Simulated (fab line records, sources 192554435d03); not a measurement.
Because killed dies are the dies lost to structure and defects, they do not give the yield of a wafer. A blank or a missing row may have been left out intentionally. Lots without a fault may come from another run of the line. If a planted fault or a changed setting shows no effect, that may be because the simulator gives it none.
Chamber matching    flow n5_finfet    N5_BEOL_M3_STRIP_66 on rie_diel-02: 4 sister chambers
The step strips in CF4. 4 wafers are shown with their chamber, then 9 later ones without.

WAFERS PAIRED WITH THEIR CHAMBERS
wafer   chamber  drypump_motor_current_A (A)
L079.4  2        5.2
L083.1  1        5.9
L083.2  0        6.5
L083.4  3        5.9

WAFERS WITH NO CHAMBER GIVEN
wafer   drypump_motor_current_A (A)
L084.1  5.9
L084.2  5.9
L084.6  6.5
L087.1  5.9
L087.3  5.9
L087.6  6.5
L092.3  6.6
L092.4  5.3
L092.6  5.3

THE CHAMBER EACH PASSED THROUGH
wafer   from the rows above      in truth
L084.1  can't be placed: 1 or 3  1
L084.2  can't be placed: 1 or 3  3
L084.6  0                        0
L087.1  can't be placed: 1 or 3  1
L087.3  can't be placed: 1 or 3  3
L087.6  0                        0
L092.3  0                        0
L092.4  2                        2
L092.6  2                        2
Correctly placed: 5 of 9. Not placeable from these rows: 4 (in 4, the candidates include the true chamber). 0 placed wrongly.
How it was worked out, from the rows above alone: a wafer's distance from a chamber is the root of the sum, over the readings, of the square of ((its reading less the chamber's mean) divided by the reading's scatter). If the next closest chamber is less than 2 further off than the closest, the wafer can't be placed; otherwise it belongs to the closest. Each chamber's mean is taken over the wafers shown for it. The scatter: root of mean squared gap, hidden wafer to nearest shown wafer, with one shown wafer a chamber.
